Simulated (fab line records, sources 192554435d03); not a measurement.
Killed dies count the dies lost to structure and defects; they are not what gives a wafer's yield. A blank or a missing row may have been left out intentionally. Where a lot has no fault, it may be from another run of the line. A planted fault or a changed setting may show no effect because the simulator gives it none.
Matching of chambers	flow n5_finfet	rie_diel-06 running N5_SD_EPI_N_ETCH_16: 4 sister chambers
The step etches SiO2 in CHF3/O2, target depth 5 nm. 14 wafers are shown with their chamber, then 7 later ones without.

## EACH WAFER AND ITS CHAMBER
wafer	chamber	drypump_motor_current_A (A)	rf_vpp_V (V)	throttle_valve_pct (%)
L076.4	0	5.3	506	19.08
L076.5	1	6.5	524	18.38
L076.6	2	5.4	531	18.97
L082.2	3	4.8	534	18.34
L082.3	1	6.4	524	18.39
L082.6	3	4.8	534	18.33
L085.1	1	6.5	524	18.41
L085.4	3	4.8	534	18.36
L085.6	3	4.8	533	18.34
L088.1	2	5.4	532	19.00
L088.3	1	6.5	524	18.41
L088.5	3	4.8	534	18.37
L094.2	0	5.3	505	19.13
L094.3	1	6.5	523	18.41

SIGNATURES, as means of the wafers listed above
reading	chamber 0	chamber 1	chamber 2	chamber 3	scatter within a chamber
drypump_motor_current_A	5.300	6.480	5.400	4.800	0.0283
rf_vpp_V	505.50	523.80	531.50	533.80	0.51
throttle_valve_pct	19.1050	18.4000	18.9850	18.3480	0.0189
Rule: a wafer's distance from a chamber is the root of the sum, over the readings, of the square of ((its reading less the chamber's mean) divided by the reading's scatter). If the next closest chamber is less than 2 further off than the closest, the wafer can't be placed; otherwise it belongs to the closest. The scatter is the square root of a quotient: the sum, over the shown wafers, of each reading's squared deviation from its chamber's mean, divided by wafers minus chambers.

## WAFERS MISSING THEIR CHAMBER
wafer	drypump_motor_current_A (A)	rf_vpp_V (V)	throttle_valve_pct (%)
L094.5	6.5	522	18.41
L095.1	4.8	532	18.39
L095.2	6.5	524	18.42
L095.4	4.8	533	18.38
L097.1	5.4	531	18.73
L097.4	6.5	524	18.44
L097.5	6.4	525	18.44

## WHICH CHAMBER EACH WENT THROUGH
wafer	from the rows above	in truth
L094.5	1	1
L095.1	3	3
L095.2	1	1
L095.4	3	3
L097.1	2	2
L097.4	1	1
L097.5	1	1
7 of 7 placed correctly. Can't be placed from these rows: 0. Number placed wrongly: 0.
